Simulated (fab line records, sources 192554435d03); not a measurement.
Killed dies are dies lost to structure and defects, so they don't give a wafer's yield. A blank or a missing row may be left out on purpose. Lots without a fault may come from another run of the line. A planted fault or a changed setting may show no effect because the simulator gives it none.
Chamber matching | flow n5_finfet | N5_BEOL_M2_ALD_98 on ald_sin-03: 4 sister chambers
The step deposits SiO2, target thk 2.5 nm, pulse time 1 s, co reactant pulse time 1 s. 33 wafers are shown with their chamber, then 12 later ones without.

WAFERS WITH THEIR CHAMBER
wafer  | chamber | heater_power_w (W) | precursor_pulse_height_rel
L074.1 | 3       | 82                 | 1.011
L074.4 | 2       | 86                 | 1.004
L074.6 | 3       | 81                 | 1.019
L075.2 | 2       | 86                 | 0.995
L075.3 | 1       | 81                 | 1.011
L075.5 | 1       | 82                 | 1.041
L076.1 | 3       | 82                 | 1.001
L076.2 | 2       | 85                 | 1.015
L076.4 | 1       | 83                 | 0.958
L077.3 | 0       | 83                 | 0.965
L077.5 | 0       | 85                 | 0.972
L077.6 | 1       | 81                 | 1.022
L079.4 | 0       | 83                 | 1.022
L079.5 | 0       | 83                 | 0.996
L079.6 | 1       | 81                 | 1.002
L080.1 | 2       | 85                 | 0.960
L080.3 | 0       | 81                 | 0.994
L080.6 | 0       | 84                 | 0.993
L081.2 | 3       | 81                 | 1.015
L081.4 | 2       | 84                 | 1.012
L081.5 | 1       | 81                 | 0.981
L082.1 | 1       | 81                 | 1.022
L082.2 | 0       | 82                 | 1.003
L082.4 | 3       | 80                 | 1.030
L083.1 | 1       | 80                 | 1.000
L083.3 | 0       | 83                 | 0.988
L083.5 | 3       | 80                 | 1.000
L088.1 | 0       | 84                 | 0.974
L088.2 | 1       | 82                 | 0.955
L088.4 | 2       | 86                 | 1.033
L091.1 | 1       | 80                 | 0.977
L091.2 | 3       | 84                 | 0.975
L091.3 | 2       | 88                 | 1.004

SIGNATURES (means of the wafers above)
reading                    | chamber 0 | chamber 1 | chamber 2 | chamber 3 | scatter within a chamber
heater_power_w             | 83.11     | 81.20     | 85.71     | 81.43     | 1.17
precursor_pulse_height_rel | 0.98967   | 0.99690   | 1.00329   | 1.00729   | 0.0225
Rule: a wafer's distance from a chamber is the root of the sum, over the readings, of the square of ((its reading less the chamber's mean) divided by the reading's scatter). The wafer belongs to the nearest chamber; if the next one is less than 2 further off, it can't be placed. The scatter: the root of (the sum of the squares of (reading less its chamber's mean) over the shown wafers, divided by (wafers less chambers)).

WAFERS WITHOUT THEIR CHAMBER
wafer  | heater_power_w (W) | precursor_pulse_height_rel
L091.4 | 82                 | 1.015
L091.5 | 82                 | 0.987
L091.6 | 83                 | 1.030
L090.1 | 81                 | 0.991
L090.4 | 84                 | 1.003
L090.6 | 82                 | 0.953
L094.2 | 80                 | 0.978
L094.3 | 83                 | 1.021
L094.4 | 84                 | 0.998
L097.3 | 83                 | 1.015
L097.4 | 81                 | 1.007
L097.5 | 87                 | 0.990

WHICH CHAMBER EACH WENT THROUGH
wafer  | from the rows above               | in truth
L091.4 | can't be placed: 3 or 1 or 0      | 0
L091.5 | can't be placed: 1 or 0 or 3      | 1
L091.6 | can't be placed: 3 or 0 or 1 or 2 | 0
L090.1 | can't be placed: 1 or 3 or 0      | 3
L090.4 | can't be placed: 0 or 2 or 3 or 1 | 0
L090.6 | can't be placed: 0 or 1 or 3 or 2 | 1
L094.2 | can't be placed: 1 or 3 or 0      | 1
L094.3 | can't be placed: 0 or 3 or 1 or 2 | 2
L094.4 | can't be placed: 0 or 2 or 3 or 1 | 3
L097.3 | can't be placed: 0 or 3 or 1 or 2 | 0
L097.4 | can't be placed: 3 or 1 or 0      | 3
L097.5 | 2                                 | 2
Placed correctly: 1 of 12. Can't be placed from these rows: 11 (the true chamber is among the candidates in 11). Placed wrongly: 0.
